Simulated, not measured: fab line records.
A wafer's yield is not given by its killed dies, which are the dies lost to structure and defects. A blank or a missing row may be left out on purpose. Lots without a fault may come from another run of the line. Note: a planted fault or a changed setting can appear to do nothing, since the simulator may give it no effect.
fab line records	flow n5_finfet	part 2 of 2: steps 4 to 6 of 6
record: lots: 24	wafers: 72	last_day: 17
route steps=1938 shown FIN_SAQP@134 FIN_CUT@167 STI_FIN_REVEAL@183 DUMMY_GATE@214
lots that met no fault: taken from a fault-free run of the same line
start_h: start of the lot's first displayed wafer, in hours after the record's first day	wait_h: hours from the lot's prior step to this one	" the same as in the row above	L1.1+2: several wafers, shown together as one row	- no value, or no start given	* or withheld: withheld	< > ~ a bound
route shown NAME@n: names a module that has steps shown in the file, with the first one's number in the route	usual: mean/standard deviation of fault-free wafers	same: alike in all rows	chamber/n: place in a boat	sites: per-site readings	_std_site: the standard deviation of these	_edge_site: inner sites' mean taken away from outer sites' mean	radius_mm: for every site, how far away it sits from the centre of the wafer	mask NAME#n: copy n	behind: the tool/chamber that last shaped the wafer	hold: what put the lot on hold/how long, in hours/how the hold closed	device: names the non-switching transistor (n, p or np)	end of line: tests run on the same wafers once the route is complete	a step without rows: its recipe alone	killed: dies lost to structure and defects at the first sort, not the wafer's yield	map: a wafer's dies, x killed, . not, _ none there
set.NAME: setting as actually run; set.NAME@STEP: the setting as run at that earlier step	model.NAME: the simulator's own value behind a step, which no gauge read
one table for each step of the route and one row for each wafer, over a sample of lots
services: the hour from which a tool's chamber was out of use, counted from the record's first day as start_h (under 0 if before that day), plus the number of hours and why
== steps ==
step: N5_STI_FIN_REVEAL_ALD_00
recipe: material: SiO2	target_thk_a: 10	temp_c: 300	ald_precursor_family: BDEAS	ald_co_reactant: O2-plasma	pulse_time_s: 1	pressure_torr: 2
usual: heater_power_outer_w: 260/27	heater_power_w: 461/41	precursor_pulse_height_rel: 0.999/0.02
lot.wafer	tool	chamber	start_h	wait_h	heater_power_outer_w	heater_power_w	precursor_pulse_height_rel
L074.4	ald_sin-02	0	30.70	0.6	251	447	0.977
L074.5	"	0	"	"	247	434	1.002
L074.6	"	3	"	"	234	414	1.034
L075.2	ald_sin-02	1	34.67	0.1	289	487	1.002
L075.3	"	2	"	"	266	454	1.015
L075.4	"	3	"	"	224	408	1.001
L076.1	ald_sin-02	1	40.59	0.0	292	484	1.006
L076.3	"	2	"	"	268	479	0.990
L076.4	"	1	"	"	288	478	0.983
L077.2	ald_sin-04	3	48.25	0.0	245	444	1.027
L077.4	"	1	"	"	305	499	0.996
L077.5	"	0	"	"	279	536	1.041
L078.1	ald_sin-02	0	55.29	0.1	246	444	0.998
L078.2	"	2	"	"	272	471	0.991
L078.4	"	3	"	"	227	410	0.985
L079.2	ald_sin-02	0	59.43	0.0	246	440	1.002
L079.3	"	1	"	"	279	485	0.968
L079.5	"	1	"	"	288	471	1.030
L080.1	ald_sin-02	0	64.90	0.0	250	437	0.970
L080.5	"	0	"	"	251	430	1.025
L080.6	"	3	"	"	228	409	0.991
L081.2	ald_sin-04	1	70.98	0.0	298	494	1.016
L081.3	"	2	"	"	256	448	1.021
L081.5	"	2	"	"	254	443	0.989
L082.1	ald_sin-03	2	77.33	0.0	241	458	1.004
L082.4	"	3	"	"	250	480	0.997
L082.6	"	0	"	"	299	509	0.985
L083.1	ald_sin-03	1	85.39	0.0	206	398	0.994
L083.2	"	0	"	"	299	503	1.001
L083.5	"	1	"	"	215	399	1.031
L084.1	ald_sin-04	0	91.88	0.2	279	542	1.008
L084.2	"	1	"	"	301	489	0.954
L084.4	"	2	"	"	255	430	0.998
L085.2	ald_sin-02	1	99.16	1.5	290	500	0.996
L085.5	"	1	"	"	284	474	0.994
L085.6	"	2	"	"	267	467	0.983
L086.1	ald_sin-03	0	103.05	0.0	294	516	1.017
L086.3	"	1	"	"	212	386	0.993
L086.4	"	3	"	"	248	476	0.991
L087.3	ald_sin-02	1	106.75	0.0	282	478	1.004
L087.4	"	2	"	"	261	476	0.985
L087.6	"	0	"	"	248	435	1.006
L088.3	ald_sin-03	3	115.25	0.8	248	478	0.999
L088.5	"	3	"	"	249	487	1.008
L088.6	"	0	"	"	301	511	0.969
L089.4	ald_sin-03	2	120.37	0.0	239	450	1.021
L089.5	"	2	"	"	244	445	0.981
L089.6	"	1	"	"	216	397	1.020
L090.3	ald_sin-02	0	127.29	0.6	251	441	1.015
L090.5	"	2	"	"	265	470	0.987
L090.6	"	1	"	"	288	472	1.033
L091.1	ald_sin-04	1	133.65	0.0	300	502	1.002
L091.4	"	3	"	"	246	446	1.025
L091.5	"	0	"	"	276	518	1.012
L092.1	ald_sin-04	1	139.56	0.0	290	495	1.017
L092.3	"	0	"	"	280	527	1.013
L092.6	"	3	"	"	242	452	1.010
L093.2	ald_sin-04	1	144.01	0.1	300	498	1.002
L093.4	"	2	"	"	253	436	0.998
L093.6	"	1	"	"	298	495	0.989
L094.1	ald_sin-03	3	148.95	1.4	249	473	1.018
L094.2	"	0	"	"	298	506	0.998
L094.6	"	1	"	"	211	388	1.001
L095.1	ald_sin-03	3	154.38	0.0	252	472	1.000
L095.5	"	0	"	"	288	515	1.006
L095.6	"	1	"	"	212	386	1.012
L096.1	ald_sin-03	1	159.80	0.0	214	383	1.017
L096.2	"	3	"	"	249	465	0.990
L096.6	"	0	"	"	300	504	1.023
L097.1	ald_sin-04	1	166.05	0.0	288	494	1.009
L097.3	"	0	"	"	274	535	1.013
L097.5	"	2	"	"	248	441	1.005
step: N5_DUMMY_GATE_ALD_02
recipe: material: SiO2	target_thk_a: 20	temp_c: 300	ald_precursor_family: BDEAS	ald_co_reactant: O2-plasma	pulse_time_s: 1	pressure_torr: 2
usual: heater_power_outer_w: 267/24	heater_power_w: 479/38	precursor_pulse_height_rel: 1.002/0.021
lot.wafer	tool	chamber	start_h	wait_h	heater_power_outer_w	heater_power_w	precursor_pulse_height_rel
L074.4	ald_sin-04	2	41.90	0.0	262	435	0.996
L074.5	"	3	"	"	248	439	1.010
L074.6	"	0	"	"	285	521	1.005
L075.2	ald_sin-01	2	44.41	0.0	262	493	1.002
L075.3	"	3	"	"	310	521	0.986
L075.4	"	1	"	"	241	459	0.997
L076.1	ald_sin-04	1	50.11	0.0	290	493	1.020
L076.3	"	3	"	"	233	442	1.016
L076.4	"	2	"	"	254	436	0.998
L077.2	ald_sin-04	1	57.74	0.0	295	486	0.975
L077.4	"	3	"	"	241	442	0.974
L077.5	"	3	"	"	239	436	0.968
L078.1	ald_sin-02	2	64.39	0.0	268	457	1.033
L078.2	"	1	"	"	291	500	1.004
L078.4	"	3	"	"	232	401	0.991
L079.2	ald_sin-01	1	68.37	0.0	247	463	1.018
L079.3	"	2	"	"	266	490	1.018
L079.5	"	2	"	"	265	507	1.037
L080.1	ald_sin-04	2	75.11	0.9	254	442	1.017
L080.5	"	2	"	"	256	428	1.042
L080.6	"	1	"	"	299	511	1.009
L081.2	ald_sin-02	3	80.02	0.0	235	402	1.025
L081.3	"	1	"	"	289	480	0.991
L081.5	"	3	"	"	230	408	0.999
L082.1	ald_sin-02	1	86.69	0.4	285	489	0.953
L082.4	"	0	"	"	247	439	0.997
L082.6	"	1	"	"	284	499	0.995
L083.1	ald_sin-02	3	95.31	0.3	237	409	1.019
L083.2	"	1	"	"	285	495	0.974
L083.5	"	0	"	"	247	439	1.023
L084.1	ald_sin-04	2	101.11	0.3	253	451	0.964
L084.2	"	3	"	"	246	441	0.998
L084.4	"	0	"	"	276	538	0.982
L085.2	ald_sin-02	2	108.86	0.4	268	474	0.983
L085.5	"	1	"	"	289	489	1.004
L085.6	"	2	"	"	265	471	1.006
L086.1	ald_sin-01	3	112.49	0.3	314	507	0.991
L086.3	"	1	"	"	234	471	1.004
L086.4	"	2	"	"	276	525	1.027
L087.3	ald_sin-04	3	116.40	0.0	251	451	1.027
L087.4	"	2	"	"	256	436	0.992
L087.6	"	0	"	"	276	531	1.001
L088.3	ald_sin-02	0	125.23	0.9	248	431	0.998
L088.5	"	3	"	"	235	411	0.996
L088.6	"	2	"	"	271	470	1.008
L089.4	ald_sin-04	1	130.72	1.3	296	499	0.951
L089.5	"	0	"	"	282	523	1.033
L089.6	"	3	"	"	233	448	0.996
L090.3	ald_sin-04	2	136.81	0.0	254	437	0.998
L090.5	"	3	"	"	245	445	0.981
L090.6	"	2	"	"	251	438	0.996
L091.1	ald_sin-01	2	143.71	0.9	280	531	0.988
L091.4	"	1	"	"	242	459	0.992
L091.5	"	2	"	"	277	507	0.978
L092.1	ald_sin-01	2	148.90	0.3	272	527	1.024
L092.3	"	1	"	"	240	465	1.021
L092.6	"	2	"	"	270	522	0.977
L093.2	ald_sin-01	3	153.01	0.0	305	528	0.959
L093.4	"	0	"	"	244	480	0.997
L093.6	"	2	"	"	278	515	0.977
L094.1	ald_sin-01	1	158.15	0.0	243	458	1.016
L094.2	"	0	"	"	252	469	1.013
L094.6	"	3	"	"	302	516	1.006
L095.1	ald_sin-04	1	164.00	0.9	302	479	0.994
L095.5	"	2	"	"	258	428	0.989
L095.6	"	1	"	"	296	498	0.994
L096.1	ald_sin-01	1	168.80	0.2	244	458	1.029
L096.2	"	0	"	"	249	474	1.020
L096.6	"	3	"	"	307	527	0.986
L097.1	ald_sin-01	3	175.50	0.7	312	532	1.022
L097.3	"	1	"	"	244	464	0.979
L097.5	"	2	"	"	268	523	1.013
step: N5_DUMMY_GATE_OVL_MEAS_16
recipe: points_per_wafer: 522
usual: GATE_OVL: -0.2/0.58
lot.wafer	tool	chamber	start_h	wait_h	GATE_OVL[nm]
L074.4	overlay-01	0	51.52	0.0	-0.4
L074.5	"	0	"	"	-0.8
L074.6	"	0	"	"	0.2
L075.2	overlay-02	0	53.96	0.0	-0.8
L075.3	"	0	"	"	-0.5
L075.4	"	0	"	"	-1.4
L076.1	overlay-02	0	59.38	0.0	0.6
L076.3	"	0	"	"	0.8
L076.4	"	0	"	"	0.4
L077.2	overlay-02	0	66.28	0.0	-0.5
L077.4	"	0	"	"	0.0
L077.5	"	0	"	"	-1.4
L078.1	overlay-02	0	74.75	0.0	-0.4
L078.2	"	0	"	"	-0.3
L078.4	"	0	"	"	0.1
L079.2	overlay-02	0	76.78	0.0	-0.9
L079.3	"	0	"	"	-1.3
L079.5	"	0	"	"	-1.1
L080.1	overlay-01	0	83.52	0.0	0.2
L080.5	"	0	"	"	-0.2
L080.6	"	0	"	"	-0.3
L081.2	overlay-01	0	88.58	0.0	0.1
L081.3	"	0	"	"	0.3
L081.5	"	0	"	"	-0.2
L082.1	overlay-02	0	95.12	0.0	-1.3
L082.4	"	0	"	"	-1.6
L082.6	"	0	"	"	-0.7
L083.1	overlay-01	0	105.67	0.0	-0.2
L083.2	"	0	"	"	0.8
L083.5	"	0	"	"	-0.3
L084.1	overlay-02	0	111.36	0.0	-0.1
L084.2	"	0	"	"	-0.4
L084.4	"	0	"	"	-0.8
L085.2	overlay-01	0	117.28	0.0	-0.3
L085.5	"	0	"	"	0.3
L085.6	"	0	"	"	-0.7
L086.1	overlay-01	0	124.95	0.0	0.7
L086.3	"	0	"	"	0.5
L086.4	"	0	"	"	0.7
L087.3	overlay-01	0	126.69	0.0	-1.4
L087.4	"	0	"	"	-0.2
L087.6	"	0	"	"	-1.2
L088.3	overlay-02	0	133.65	0.0	-0.2
L088.5	"	0	"	"	-0.2
L088.6	"	0	"	"	0.2
L089.4	overlay-01	0	141.25	0.0	-0.8
L089.5	"	0	"	"	-0.5
L089.6	"	0	"	"	-0.4
L090.3	overlay-02	0	145.38	0.0	-0.8
L090.5	"	0	"	"	-0.2
L090.6	"	0	"	"	0.3
L091.1	overlay-02	0	152.16	0.0	0.4
L091.4	"	0	"	"	0.6
L091.5	"	0	"	"	0.5
L092.1	overlay-02	0	157.45	0.0	-0.4
L092.3	"	0	"	"	-0.4
L092.6	"	0	"	"	0.4
L093.2	overlay-01	0	165.21	0.0	-0.1
L093.4	"	0	"	"	1.0
L093.6	"	0	"	"	1.2
L094.1	overlay-01	0	166.68	0.0	-0.7
L094.2	"	0	"	"	0.6
L094.6	"	0	"	"	1.0
L095.1	overlay-01	0	173.11	0.0	0.0
L095.5	"	0	"	"	0.8
L095.6	"	0	"	"	0.7
L096.1	overlay-02	0	177.39	0.0	-0.5
L096.2	"	0	"	"	0.3
L096.6	"	0	"	"	-0.7
L097.1	overlay-01	0	184.03	0.0	-0.2
L097.3	"	0	"	"	0.0
L097.5	"	0	"	"	-0.2
== services ==
tool	chamber	start_h	hours	kind
rie_si-02	-	17.35	0.1	repair
ald_sin-01	-	18.38	1.1	repair
ald_sin-03	3	22.61	5.2	repair
rie_diel-04	3	27.16	7.9	repair
rie_si-02	-	32.88	2.8	pm
ald_sin-03	1	33.57	8.5	repair
ald_sin-03	-	36.41	0.9	repair
ald_sin-02	0	38.50	9.1	repair
rie_diel-01	0	40.40	11.1	repair
rie_diel-04	1	53.11	2.4	repair
rie_diel-01	3	59.68	14.2	repair
ald_sin-04	3	63.88	7.2	repair
ald_sin-03	0	67.58	5.5	repair
rie_diel-01	-	68.27	2.8	pm
rie_diel-06	0	68.51	6.8	repair
rie_diel-06	2	83.58	4.7	repair
ald_sin-01	-	85.40	14.0	pm
rie_si-04	1	99.50	3.5	repair
rie_diel-06	-	104.51	28.1	pm
ald_sin-01	-	122.19	14.6	pm
ald_sin-04	1	140.15	3.4	repair
ald_sin-02	2	142.13	17.0	repair
rie_si-03	-	159.61	0.3	repair
rie_si-04	1	172.44	14.3	repair
